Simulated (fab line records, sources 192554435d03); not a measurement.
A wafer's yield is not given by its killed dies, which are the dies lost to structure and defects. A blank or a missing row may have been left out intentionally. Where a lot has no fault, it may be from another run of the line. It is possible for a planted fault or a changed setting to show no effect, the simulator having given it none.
Code-filled problem report in 8D (eight disciplines) form	flow n5_finfet	the parts of the form that need people (team, actions taken, sign-off) are left out

== 1. PROBLEM STATEMENT ==
Wafers without a fault read 1357.2 rpm, standard deviation 0.93; spin_speed_rpm at N5_WELL_APT_COAT_02 reads a mean of 1322.6 rpm on 6 wafers belonging to 2 lots. Relative to the usual mean, that is a shift of -37 standard deviations.
The step: resist thk 950 nm.
Seen first at day 5 13:25 on litho_track-05, wafer L268.2. Wafers with a number at this step in the record: 34, from 12 lots. The rule behind "out" and "out of limits": a value lying over 4 standard deviations away from the usual mean. The other wafers with a number count as sound.

== 2. WHAT IT IS, AND WHAT IT ISN'T ==
question	is	is not
which readings at this step	spin_speed_rpm	chill_plate_temp_C
which lots	L268, L269	L252, L254, L256, L257, L259, L261, L262, L265, L267, L275
which wafers of those lots	all that have a number	-
read on which tools	litho_track-05	litho_track-01, litho_track-03
when	from day 5 13:25	up to then (25 sound wafers); but 3 sound wafers of L275 came after

== 3. WHAT RULES OUT EACH SUSPECT ==
Counting: any tool at a process step up to the reading is kept as a suspect provided that every lot that is out went through it and no sound lot did after the first of them.
- litho_track-05 at N5_WELL_APT_COAT_02 (resist thk 950 nm): kept. Every lot that is out went through it, starting with L268 (day 5 13:25), and after that it ran no sound lot; the last sound lot it ran before then is L265 (day 4 19:19). Its own readings are out on those wafers: spin_speed_rpm.
Left after counting: litho_track-05 at N5_WELL_APT_COAT_02.

== 4. THE CAUSE (what the simulator had put in) ==
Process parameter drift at N5_WELL_APT_COAT_02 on litho_track-05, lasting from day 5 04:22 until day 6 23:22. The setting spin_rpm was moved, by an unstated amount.
The count eliminated every tool but this one.

== 5. THE EFFECT CHAIN, in route order ==
Each row: a reading where the mean over the struck wafers with a number is more than 3 standard deviations away from the usual. Scope: only readings with a usual standard deviation given in the record; hours: median across lots of the time from each lot's start at the first step in this table that gives one to its start at this step; sigmas: change in usual standard deviations.
hours	step	reading	usual	on struck wafers	change	sigmas
0	N5_WELL_APT_COAT_02	spin_speed_rpm	1357.2 rpm	1322.6	-34.6	-37
Here are the process steps it includes:
- N5_WELL_APT_COAT_02: resist thk 950 nm.
At these later measuring or inspecting steps, every struck wafer for which the step has a row has a number for every such reading, and none has moved that far: N5_WELL_APT_CD_MEAS_25, N5_PMOS_HMC_CHANNEL_EPI_CD_MEAS_09, N5_BEOL_M4_RC_MEAS_101.

== 6. WHAT WOULD HAVE CAUGHT IT SOONER ==
In this record the first reading out of limits was taken at day 5 13:25, 9 hours after the fault began at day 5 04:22.
